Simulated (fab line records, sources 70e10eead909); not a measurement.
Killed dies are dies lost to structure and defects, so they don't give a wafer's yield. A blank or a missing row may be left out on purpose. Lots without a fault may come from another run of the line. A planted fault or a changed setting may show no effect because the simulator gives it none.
fab line records | flow nand_harc
record lots=24 wafers=72 last_day=33
route steps=1302 shown P_M2@348 A_ZERO_WELL@405 A_ONON_D1@429 A_CHANNEL_FILL_D1@494
lots that met no fault: from a run of the same line without faults
start_h: hours from the record's first day to the start of the lot's first wafer shown | wait_h: hours since the lot's step before | " the same as in the row above | L1.1+2: a row that stands for several wafers | - no value, or no start given | * or withheld: withheld | < > ~ a bound
route shown NAME@n: a module of which the file shows steps, and the number in the route of the first | usual: mean/standard deviation of fault-free wafers | same: alike in all rows | chamber/n: place in a boat | sites: the reading at each site | _std_site: their standard deviation | _edge_site: outer sites' mean less inner sites' | radius_mm: how far each site lies from the wafer's centre | mask NAME#n: copy n | behind: the tool/chamber that last shaped the wafer | hold: why the lot was held/for how many hours/how that ended | device: the transistor (n, p or np) that didn't switch | end of line: the same wafers' tests at the end of the route | a step without rows: its recipe alone | killed: dies lost to structure and defects at the first sort, not the wafer's yield | map: a wafer's dies, x killed, . not, _ none there
set.NAME: the setting as run; set.NAME@STEP: as run at that earlier step | model.NAME: the simulator's own value behind a step, which no gauge read
steps of the route over a sample of lots; a table a step, a row a wafer
services: from which hour (start_h, from the record's first day; less than 0 if before it) a tool's chamber was out of use, for how many hours, and why
## steps
# step NHARC_P_M2_INSPECT_27
# usual raw_defect_count=278/98
# columns lot.wafer tool chamber start_h wait_h raw_defect_count
L074.1 defect_inspect-01 - 127.96 0.0 137
L074.2 " - " " 279
L074.4 " - " " 166
L075.2 defect_inspect-02 - 143.51 0.0 315
L075.5 " - " " 376
L075.6 " - " " 209
L076.1 defect_inspect-02 - 146.93 0.0 210
L076.2 " - " " 459
L076.5 " - " " 320
L077.2 defect_inspect-02 - 162.21 0.0 244
L077.3 " - " " 376
L077.6 " - " " 338
L078.1 defect_inspect-01 - 171.41 0.0 289
L078.3 " - " " 214
L078.5 " - " " 209
L079.2 defect_inspect-01 - 181.64 0.0 189
L079.5 " - " " 177
L079.6 " - " " 259
L080.1 defect_inspect-01 - 195.87 0.0 219
L080.3 " - " " 300
L080.5 " - " " 267
L081.3 defect_inspect-02 - 210.23 0.0 307
L081.4 " - " " 201
L081.6 " - " " 240
L082.1 defect_inspect-01 - 213.67 0.0 198
L082.4 " - " " 199
L082.6 " - " " 170
L083.2 defect_inspect-01 - 228.08 0.0 370
L083.4 " - " " 253
L083.6 " - " " 214
L085.1 defect_inspect-01 - 243.49 0.0 298
L085.2 " - " " 217
L085.3 " - " " 227
L084.2 defect_inspect-02 - 243.65 0.0 761
L084.3 " - " " 275
L084.5 " - " " 261
L086.3 defect_inspect-02 - 254.21 0.0 218
L086.5 " - " " 218
L086.6 " - " " 287
L088.4 defect_inspect-01 - 274.78 0.0 240
L088.5 " - " " 455
L088.6 " - " " 402
L087.1 defect_inspect-01 - 275.90 0.0 174
L087.2 " - " " 215
L087.6 " - " " 259
L089.1 defect_inspect-02 - 286.89 0.0 275
L089.3 " - " " 257
L089.6 " - " " 237
L090.1 defect_inspect-01 - 293.99 0.0 182
L090.3 " - " " 177
L090.5 " - " " 124
L091.3 defect_inspect-01 - 305.13 0.0 528
L091.4 " - " " 432
L091.6 " - " " 238
L092.1 defect_inspect-01 - 316.08 0.0 411
L092.2 " - " " 494
L092.3 " - " " 262
L093.1 defect_inspect-01 - 317.01 0.0 306
L093.2 " - " " 251
L093.3 " - " " 437
L094.1 defect_inspect-01 - 327.53 0.0 399
L094.2 " - " " 299
L094.4 " - " " 222
L095.2 defect_inspect-02 - 340.78 0.0 352
L095.3 " - " " 291
L095.6 " - " " 553
L096.1 defect_inspect-02 - 355.29 0.0 211
L096.2 " - " " 226
L096.6 " - " " 326
L097.2 defect_inspect-02 - 363.19 0.0 318
L097.3 " - " " 251
L097.6 " - " " 181
# step NHARC_A_ZERO_WELL_ETCH_13
# recipe target_depth_a=1200 time_s=40.1 hbr_flow_sccm=150 cl2_flow_sccm=50 rf_w=400 icp_w=400 bias_w=100 chemistry=HBr/Cl2
# usual chamber_pressure_mTorr=14.999/0.013 drypump_motor_current_A=5.9/0.5 oes_product_au=1.002/0.0083 throttle_valve_pct=26.406/0.0089
# columns lot.wafer tool chamber start_h wait_h chamber_pressure_mTorr drypump_motor_current_A oes_product_au rf_hours_counter_h throttle_valve_pct
L074.1 rie_si-01 1 134.23 - 14.988 5.5 0.994 0.7 26.390
L074.4 " 2 " " 14.987 5.0 1.007 0.8 26.405
L074.2 " 0 " " 15.022 6.3 0.991 0.6 26.419
L075.2 rie_si-01 2 149.76 - 14.980 5.0 1.009 0.9 26.400
L075.6 " 2 " " 14.973 5.0 1.011 - 26.410
L075.5 " 3 " " 15.013 6.1 1.005 - 26.398
L076.1 rie_si-02 1 153.18 - 14.996 6.1 0.998 0.3 26.415
L076.2 " 2 " " 14.973 6.4 0.980 0.3 26.399
L076.5 " 2 " " 15.006 6.4 0.987 - 26.402
L077.3 rie_si-02 0 168.91 - 15.011 5.2 1.010 0.3 26.415
L077.2 " 2 " " 14.989 6.5 0.995 0.3 26.400
L077.6 " 1 " " 14.975 6.0 1.010 - 26.422
L078.1 rie_si-01 3 177.55 - 15.000 6.2 1.005 0.9 26.405
L078.3 " 0 " " 15.002 6.3 0.990 0.8 26.412
L078.5 " 0 " " 15.006 6.3 0.988 - 26.403
L079.2 rie_si-02 2 187.67 - 15.013 6.5 0.993 0.5 26.406
L079.5 " 1 " " 14.994 6.1 1.008 - 26.419
L079.6 " 2 " " 14.999 6.5 0.990 - 26.394
L080.3 rie_si-01 3 202.17 - 14.993 6.1 1.003 0.0 26.415
L080.1 " 0 " " 15.003 6.3 1.004 0.0 26.407
L080.5 " 3 " " 15.021 6.1 1.002 - 26.404
L081.3 rie_si-01 3 216.33 - 15.010 6.1 0.999 0.1 26.406
L081.4 " 2 " " 15.008 5.0 1.012 0.1 26.418
L081.6 " 3 " " 14.980 6.2 1.000 - 26.414
L082.1 rie_si-02 3 219.83 - 15.001 5.5 1.003 0.6 26.414
L082.4 " 0 " " 14.995 5.2 1.000 0.6 26.393
L082.6 " 2 " " 14.988 6.4 0.990 - 26.395
L083.4 rie_si-01 0 234.66 - 15.009 6.3 0.999 0.3 26.406
L083.2 " 1 " " 15.017 5.5 1.018 0.2 26.406
L083.6 " 2 " " 15.010 5.0 0.995 - 26.396
L084.2 rie_si-01 0 249.74 - 15.020 6.3 1.006 0.3 26.406
L084.3 " 2 " " 14.995 5.0 1.002 0.3 26.407
L084.5 " 1 " " 14.998 5.5 1.013 - 26.405
L085.2 rie_si-02 0 250.50 - 15.005 5.2 0.993 0.7 26.404
L085.1 " 1 " " 15.028 6.0 1.002 1.0 26.409
L085.3 " 3 " " 14.973 5.5 0.995 0.8 26.420
L086.3 rie_si-05 1 260.49 - 14.994 5.8 0.998 0.8 26.410
L086.6 " 2 " " 15.012 5.7 1.003 - 26.416
L086.5 " 3 " " 15.017 6.0 1.003 - 26.423
L088.4 rie_si-01 2 281.18 - 15.016 5.0 1.004 0.4 26.392
L088.6 " 3 " " 15.015 6.2 1.000 - 26.420
L088.5 " 0 " " 15.034 6.3 0.997 - 26.413
L087.1 rie_si-05 3 282.17 - 15.007 6.0 1.008 1.0 26.384
L087.2 " 0 " " 15.006 6.7 0.998 1.0 26.391
L087.6 " 2 " " 14.996 5.8 1.015 - 26.412
L089.1 rie_si-05 0 293.49 - 14.992 6.7 1.003 1.0 26.404
L089.3 " 2 " " 14.995 5.8 1.001 1.0 26.404
L089.6 " 0 " " 14.992 6.7 0.991 - 26.421
L090.3 rie_si-01 3 300.27 - 14.989 6.1 1.001 0.8 26.421
L090.1 " 0 " " 14.980 6.3 0.987 0.8 26.402
L090.5 " 3 " " 14.994 6.1 0.998 - 26.407
L091.3 rie_si-01 2 311.24 - 14.990 5.0 0.998 0.6 26.401
L091.4 " 1 " " 14.995 5.5 1.019 0.7 26.409
L091.6 " 2 " " 14.995 5.0 1.001 - 26.409
L092.1 rie_si-05 1 324.22 - 14.997 5.8 0.998 0.0 26.414
L092.2 " 2 " " 15.007 5.7 1.011 0.1 26.410
L092.3 " 3 " " 14.978 6.0 1.014 0.1 26.406
L093.1 rie_si-05 2 324.42 - 14.984 5.7 0.991 0.1 26.412
L093.3 " 3 " " 15.009 5.9 1.015 0.1 26.401
L093.2 " 1 " " 15.001 5.8 0.997 0.1 26.396
L094.4 rie_si-02 2 333.77 - 14.970 6.4 1.007 0.3 26.397
L094.2 " 0 " " 14.987 5.2 1.000 0.2 26.395
L094.1 " 1 " " 15.008 6.1 1.005 0.3 26.404
L095.3 rie_si-01 3 347.04 - 14.997 6.2 0.997 1.1 26.408
L095.2 " 1 " " 14.985 5.5 1.003 0.9 26.413
L095.6 " 3 " " 15.007 6.2 1.007 - 26.406
L096.1 rie_si-02 2 361.37 - 14.979 6.5 0.996 0.4 26.419
L096.2 " 3 " " 15.010 5.5 1.007 0.4 26.399
L096.6 " 0 " " 15.007 5.3 1.009 - 26.397
L097.2 rie_si-02 3 369.19 - 15.001 5.5 1.003 0.4 26.388
L097.3 " 0 " " 14.990 5.3 1.013 0.4 26.405
L097.6 " 2 " " 15.003 6.5 0.998 - 26.402
# step NHARC_A_ONON_D1_THK_MEAS_08
# recipe thk_meas_gauge=ellipsometry
# usual thk_nm=1003/9.9
# columns lot.wafer tool chamber start_h wait_h thk_nm
L074.1 film_metro-01 - 156.30 - 1002
L074.2 " - " " 1004
L074.4 " - " " 1002
L075.2 film_metro-01 - 173.33 - 1000
L075.5 " - " " 1002
L075.6 " - " " 1001
L076.1 film_metro-01 - 178.54 - 993
L076.2 " - " " 993
L076.5 " - " " 994
L077.2 film_metro-02 - 192.33 - 997
L077.3 " - " " 997
L077.6 " - " " 998
L078.1 film_metro-02 - 200.98 - 1007
L078.3 " - " " 1006
L078.5 " - " " 1007
L079.2 film_metro-01 - 216.28 - 1000
L079.5 " - " " 999
L079.6 " - " " 1000
L080.1 film_metro-01 - 224.93 - 1009
L080.3 " - " " 1009
L080.5 " - " " 1008
L082.1 film_metro-01 - 243.44 - 1006
L082.4 " - " " 1007
L082.6 " - " " 1007
L081.3 film_metro-01 - 243.45 - 1011
L081.4 " - " " 1011
L081.6 " - " " 1011
L083.2 film_metro-01 - 259.54 - 1022
L083.4 " - " " 1024
L083.6 " - " " 1022
L084.2 film_metro-02 - 272.51 - 1013
L084.3 " - " " 1012
L084.5 " - " " 1012
L085.1 film_metro-02 - 272.85 - 1032
L085.2 " - " " 1031
L085.3 " - " " 1033
L086.3 film_metro-01 - 284.19 - 1000
L086.5 " - " " 1003
L086.6 " - " " 1001
L087.1 film_metro-02 - 307.17 - 996
L087.2 " - " " 996
L087.6 " - " " 996
L088.4 film_metro-01 - 307.19 - 1000
L088.5 " - " " 1001
L088.6 " - " " 1003
L089.1 film_metro-02 - 318.19 - 990
L089.3 " - " " 992
L089.6 " - " " 992
L090.1 film_metro-02 - 324.08 - 986
L090.3 " - " " 983
L090.5 " - " " 984
L091.3 film_metro-02 - 334.94 - 1004
L091.4 " - " " 1004
L091.6 " - " " 1003
L092.1 film_metro-02 - 347.07 - 993
L092.2 " - " " 994
L092.3 " - " " 993
L093.1 film_metro-01 - 347.07 - 998
L093.2 " - " " 999
L093.3 " - " " 997
L094.1 film_metro-01 - 357.64 - 1002
L094.2 " - " " 1004
L094.4 " - " " 1002
L095.2 film_metro-02 - 369.16 - 996
L095.3 " - " " 996
L095.6 " - " " 995
L096.1 film_metro-01 - 384.02 - 1013
L096.2 " - " " 1013
L096.6 " - " " 1011
L097.2 film_metro-02 - 392.56 - 1004
L097.3 " - " " 1004
L097.6 " - " " 1003
# step NHARC_A_CHANNEL_FILL_D1_ALD_14
# recipe target_thk_a=25 pulse_time_s=10 ald_cycles=25 temp_c=300 material=SiO2
# usual heater_power_w=474/44 precursor_pulse_height_rel=1.000/0.02 susceptor_temp_C=300.00/0.21
# columns lot.wafer tool chamber start_h wait_h heater_power_w precursor_pulse_height_rel susceptor_temp_C
L074.4 ald_hk-03 0 185.12 0.1 483 1.028 299.78
L074.2 " 1 " " 596 1.014 299.95
L074.1 " 2 " " 492 0.994 299.79
L075.2 ald_hk-03 3 202.15 0.2 478 1.008 299.95
L075.5 " 3 " " 474 1.018 299.91
L075.6 " 0 " " 489 0.976 299.91
L076.2 ald_hk-01 1 209.43 0.1 468 0.983 300.35
L076.1 " 2 " " 450 1.005 299.77
L076.5 " 0 " " 383 0.982 299.77
L077.3 ald_hk-01 2 224.71 0.0 443 0.994 300.02
L077.2 " 0 " " 373 0.995 300.03
L077.6 " 2 " " 458 0.957 300.04
L078.3 ald_hk-01 1 231.99 0.0 460 1.024 299.91
L078.1 " 3 " " 465 0.974 300.58
L078.5 " 1 " " 467 1.016 299.70
L079.2 ald_hk-01 0 247.26 0.1 384 1.001 300.25
L079.5 " 3 " " 482 0.996 299.82
L079.6 " 0 " " 378 0.983 300.16
L080.1 ald_hk-04 1 255.30 0.0 491 0.984 300.06
L080.3 " 2 " " 509 0.986 299.98
L080.5 " 2 " " 492 0.978 299.99
L081.3 ald_hk-03 2 272.75 0.1 482 1.027 300.15
L081.4 " 3 " " 486 0.981 299.60
L081.6 " 1 " " 570 0.986 300.22
L082.4 ald_hk-03 0 272.98 0.3 482 1.005 300.23
L082.1 " 2 " " 488 1.013 299.71
L082.6 " 3 " " 490 0.995 299.77
L083.2 ald_hk-04 3 291.91 0.1 435 1.013 300.12
L083.4 " 0 " " 483 1.020 300.06
L083.6 " 3 " " 443 0.970 299.70
L085.2 ald_hk-03 3 305.50 1.6 503 1.028 -
L085.3 " 1 " " 570 1.023 -
L085.1 " 2 " " 488 1.034 -
L084.3 ald_hk-04 3 305.54 1.6 439 0.999 300.13
L084.2 " 2 " " 490 1.014 300.12
L084.5 " 0 " " 481 1.045 299.83
L086.3 ald_hk-01 0 318.08 0.0 384 0.995 299.95
L086.5 " 0 " " 384 1.017 299.85
L086.6 " 1 " " 453 1.011 300.06
L088.4 ald_hk-01 0 339.67 0.0 378 1.015 299.80
L088.5 " 0 " " 385 0.988 299.94
L088.6 " 1 " " 433 1.039 300.35
L087.2 ald_hk-04 3 339.71 0.1 437 1.004 -
L087.1 " 1 " " 502 0.992 -
L087.6 " 2 " " 485 0.968 -
L089.3 ald_hk-03 1 348.48 0.0 573 1.037 299.96
L089.1 " 0 " " 475 1.039 299.84
L089.6 " 1 " " 586 0.969 299.65
L090.3 ald_hk-03 2 353.04 0.1 486 0.994 299.56
L090.1 " 3 " " 490 1.025 299.59
L090.5 " 0 " " 472 1.002 299.63
L091.4 ald_hk-04 3 364.69 0.0 443 1.003 300.32
L091.3 " 0 " " 493 0.995 300.03
L091.6 " 0 " " 483 1.017 299.79
L092.2 ald_hk-01 2 376.41 0.0 449 0.974 300.15
L092.3 " 3 " " 477 0.989 300.06
L092.1 " 0 " " 383 1.006 299.90
L093.3 ald_hk-04 1 379.59 0.3 502 0.998 -
L093.2 " 2 " " 475 1.000 -
L093.1 " 0 " " 481 1.000 -
L094.2 ald_hk-04 3 391.73 0.0 442 0.985 299.97
L094.1 " 0 " " 496 1.014 300.30
L094.4 " 1 " " 503 0.979 299.80
L095.3 ald_hk-04 3 398.46 0.0 429 0.969 300.03
L095.2 " 2 " " 486 0.970 300.03
L095.6 " 3 " " 448 0.997 300.47
L096.2 ald_hk-01 2 417.42 0.0 446 1.008 299.85
L096.1 " 3 " " 484 0.958 299.80
L096.6 " 2 " " 462 0.982 300.25
L097.2 ald_hk-03 0 421.37 0.1 476 1.007 300.02
L097.3 " 1 " " 555 0.997 300.45
L097.6 " 0 " " 482 0.979 299.99
# step NHARC_A_CHANNEL_FILL_D1_ALD_15
# recipe target_thk_a=20 pulse_time_s=60 ald_cycles=19 temp_c=630 pressure_torr=2 material=SiNx
# usual precursor_pulse_height_rel=0.999/0.021 susceptor_temp_C=630.0/0.34
# columns lot.wafer tool chamber start_h wait_h precursor_pulse_height_rel susceptor_temp_C
L074.1 ald_sin_batch-01 0 - - 0.975 630.4
L074.2 " 0 " " 1.003 630.1
L074.4 " 0 " " 1.016 630.1
L075.2 ald_sin_batch-01 0 - - 1.017 630.1
L075.5 " 0 " " 0.985 630.0
L075.6 " 0 " " 1.005 629.6
L076.1 ald_sin_batch-01 0 - - 0.992 -
L076.2 " 0 " " 0.998 -
L076.5 " 0 " " 1.002 -
L077.2 ald_sin_batch-02 0 - - 0.998 629.9
L077.3 " 0 " " 1.023 630.0
L077.6 " 0 " " 0.938 629.4
L078.1 ald_sin_batch-02 0 - - 1.017 -
L078.3 " 0 " " 0.989 -
L078.5 " 0 " " 0.994 -
L079.2 ald_sin_batch-03 0 - - 0.996 -
L079.5 " 0 " " 1.010 -
L079.6 " 0 " " 0.995 -
L080.1 ald_sin_batch-03 0 - - 1.009 629.8
L080.3 " 0 " " 1.046 629.4
L080.5 " 0 " " 0.967 629.2
L081.3 ald_sin_batch-03 0 - - 0.989 630.4
L081.4 " 0 " " 1.008 630.5
L081.6 " 0 " " 0.971 630.3
L082.1 ald_sin_batch-03 0 - - 0.982 630.5
L082.4 " 0 " " 0.985 630.3
L082.6 " 0 " " 1.003 630.5
L083.2 ald_sin_batch-01 0 - - 1.012 -
L083.4 " 0 " " 0.999 -
L083.6 " 0 " " 0.980 -
L084.2 ald_sin_batch-02 0 - - 0.970 629.4
L084.3 " 0 " " 1.039 630.1
L084.5 " 0 " " 0.982 629.7
L085.1 ald_sin_batch-02 0 - - 0.973 630.0
L085.2 " 0 " " 1.022 629.8
L085.3 " 0 " " 0.970 630.4
L086.3 ald_sin_batch-01 0 - - 1.007 630.3
L086.5 " 0 " " 1.011 630.3
L086.6 " 0 " " 0.967 630.5
L087.1 ald_sin_batch-02 0 - - 1.021 629.3
L087.2 " 0 " " 1.025 629.6
L087.6 " 0 " " 0.999 629.5
L088.4 ald_sin_batch-02 0 - - 0.991 629.7
L088.5 " 0 " " 1.005 630.3
L088.6 " 0 " " 0.967 629.5
L089.1 ald_sin_batch-01 0 - - 1.049 629.9
L089.3 " 0 " " 0.990 630.3
L089.6 " 0 " " 1.000 629.9
L090.1 ald_sin_batch-03 0 - - 1.008 -
L090.3 " 0 " " 0.968 -
L090.5 " 0 " " 0.998 -
L091.3 ald_sin_batch-03 0 - - 1.016 630.1
L091.4 " 0 " " 1.037 630.6
L091.6 " 0 " " 0.965 630.7
L092.1 ald_sin_batch-02 0 - - 0.997 629.6
L092.2 " 0 " " 0.980 629.8
L092.3 " 0 " " 0.993 629.9
L093.1 ald_sin_batch-01 0 - - 0.979 629.8
L093.2 " 0 " " 1.020 629.8
L093.3 " 0 " " 0.980 629.4
L094.1 ald_sin_batch-03 0 - - 1.000 630.1
L094.2 " 0 " " 1.005 630.8
L094.4 " 0 " " 0.988 630.4
L095.2 ald_sin_batch-02 0 - - 1.047 -
L095.3 " 0 " " 0.976 -
L095.6 " 0 " " 0.969 -
L096.1 ald_sin_batch-01 0 - - 0.990 630.3
L096.2 " 0 " " 1.012 630.2
L096.6 " 0 " " 0.986 630.0
L097.2 ald_sin_batch-02 0 - - 1.007 -
L097.3 " 0 " " 0.975 -
L097.6 " 0 " " 1.003 -
# step NHARC_A_CHANNEL_FILL_D1_ALD_16
# recipe target_thk_a=15 pulse_time_s=10 ald_cycles=15 temp_c=300 material=SiO2
# usual heater_power_w=485/44 precursor_pulse_height_rel=1.001/0.021 susceptor_temp_C=300.00/0.2
# columns lot.wafer tool chamber start_h wait_h heater_power_w precursor_pulse_height_rel susceptor_temp_C
L074.4 ald_hk-04 0 190.28 0.0 470 0.962 300.02
L074.2 " 1 " " 505 1.020 300.36
L074.1 " 3 " " 422 1.019 299.95
L075.2 ald_hk-03 2 207.43 0.1 483 0.978 300.11
L075.6 " 3 " " 469 0.992 299.86
L075.5 " 0 " " 479 1.030 299.82
L076.1 ald_hk-01 0 217.63 3.1 369 0.983 300.03
L076.2 " 1 " " 463 0.977 300.12
L076.5 " 2 " " 449 0.996 299.89
L077.2 ald_hk-04 0 229.89 0.0 475 1.004 300.09
L077.3 " 2 " " 495 0.989 299.75
L077.6 " 0 " " 472 1.019 300.26
L078.1 ald_hk-01 2 237.19 0.1 443 1.005 300.13
L078.3 " 3 " " 467 0.995 300.51
L078.5 " 2 " " 450 1.020 300.11
L079.2 ald_hk-04 2 252.41 0.1 500 1.022 299.89
L079.5 " 1 " " 507 0.996 300.21
L079.6 " 2 " " 520 0.987 299.87
L080.1 ald_hk-03 2 260.48 0.0 482 0.983 300.09
L080.3 " 0 " " 465 1.028 299.99
L080.5 " 2 " " 486 1.000 300.13
L082.1 ald_hk-01 3 277.94 0.0 482 1.036 300.21
L082.4 " 1 " " 473 0.992 299.79
L082.6 " 0 " " 371 0.966 300.16
L081.3 ald_hk-04 0 277.96 0.1 475 0.944 299.80
L081.4 " 2 " " 476 1.024 299.89
L081.6 " 3 " " 445 0.983 299.84
L083.2 ald_hk-03 0 297.37 0.4 488 1.026 300.19
L083.4 " 2 " " 480 0.988 300.16
L083.6 " 0 " " 475 1.001 300.14
L084.3 ald_hk-04 1 310.73 0.1 516 1.019 300.08
L084.2 " 2 " " 487 0.952 300.10
L084.5 " 1 " " 507 1.013 300.31
L085.2 ald_hk-04 1 310.87 0.2 497 1.006 300.04
L085.3 " 2 " " 482 1.005 299.61
L085.1 " 3 " " 441 1.018 299.97
L086.3 ald_hk-03 0 323.34 0.1 471 0.965 300.14
L086.6 " 2 " " 480 1.009 299.71
L086.5 " 3 " " 494 0.974 299.82
L087.2 ald_hk-03 1 344.85 0.0 583 1.001 300.21
L087.1 " 2 " " 491 0.999 299.84
L087.6 " 2 " " 487 1.002 300.12
L088.4 ald_hk-01 1 344.88 0.1 444 1.027 299.77
L088.6 " 0 " " 391 0.986 300.01
L088.5 " 1 " " 441 0.998 300.36
L089.1 ald_hk-04 3 353.69 0.0 445 1.036 299.51
L089.3 " 1 " " 498 1.064 300.14
L089.6 " 0 " " 486 1.013 299.58
L090.1 ald_hk-04 3 358.20 0.1 436 0.980 300.33
L090.3 " 0 " " 490 0.956 299.98
L090.5 " 1 " " 501 0.982 300.02
L091.4 ald_hk-03 2 369.93 0.1 485 0.998 299.79
L091.3 " 3 " " 482 1.019 299.83
L091.6 " 1 " " 577 1.004 299.98
L092.3 ald_hk-04 3 381.63 0.1 443 0.994 299.60
L092.1 " 0 " " 502 1.037 299.97
L092.2 " 1 " " 504 0.993 299.78
L093.2 ald_hk-03 1 384.76 0.0 589 1.016 299.92
L093.3 " 2 " " 483 1.011 300.07
L093.1 " 0 " " 478 1.025 299.76
L094.4 ald_hk-04 3 396.91 0.0 444 1.004 -
L094.2 " 1 " " 510 0.981 -
L094.1 " 2 " " 491 1.019 -
L095.2 ald_hk-03 1 403.62 0.0 557 0.990 300.24
L095.3 " 0 " " 498 0.965 300.29
L095.6 " 2 " " 509 1.012 299.94
L096.1 ald_hk-03 0 422.61 0.0 479 0.980 299.72
L096.2 " 1 " " 573 0.988 299.95
L096.6 " 0 " " 494 1.048 299.77
L097.2 ald_hk-04 3 426.56 0.1 437 1.005 300.01
L097.3 " 0 " " 485 1.024 299.81
L097.6 " 2 " " 491 1.024 300.04
## services
# columns tool chamber start_h hours kind
rie_si-02 - 110.58 0.7 repair
ald_hk-01 - 118.00 10.0 pm
rie_si-05 - 128.00 9.0 pm
ald_hk-03 - 178.10 0.4 repair
ald_hk-03 - 189.82 0.7 repair
rie_si-01 - 193.00 9.0 pm
ald_hk-03 - 212.00 10.0 pm
ald_hk-04 - 255.76 10.0 pm
ald_hk-04 0 255.76 10.0 vent_cycle
ald_hk-04 1 255.76 10.0 vent_cycle
ald_hk-04 2 255.76 10.0 vent_cycle
ald_hk-04 3 255.76 10.0 vent_cycle
ald_hk-04 0 265.76 - clean
ald_hk-04 1 265.76 - clean
ald_hk-04 2 265.76 - clean
ald_hk-04 3 265.76 - clean
ald_sin_batch-02 - 266.00 26.0 pm
rie_si-02 - 277.00 9.0 pm
ald_hk-01 - 296.00 10.0 pm
rie_si-05 - 305.00 9.0 pm
ald_sin_batch-01 - 312.16 2.8 repair
rie_si-05 2 347.76 3.0 repair
rie_si-02 - 366.46 0.6 repair
rie_si-01 - 370.00 9.0 pm
## key
fault none
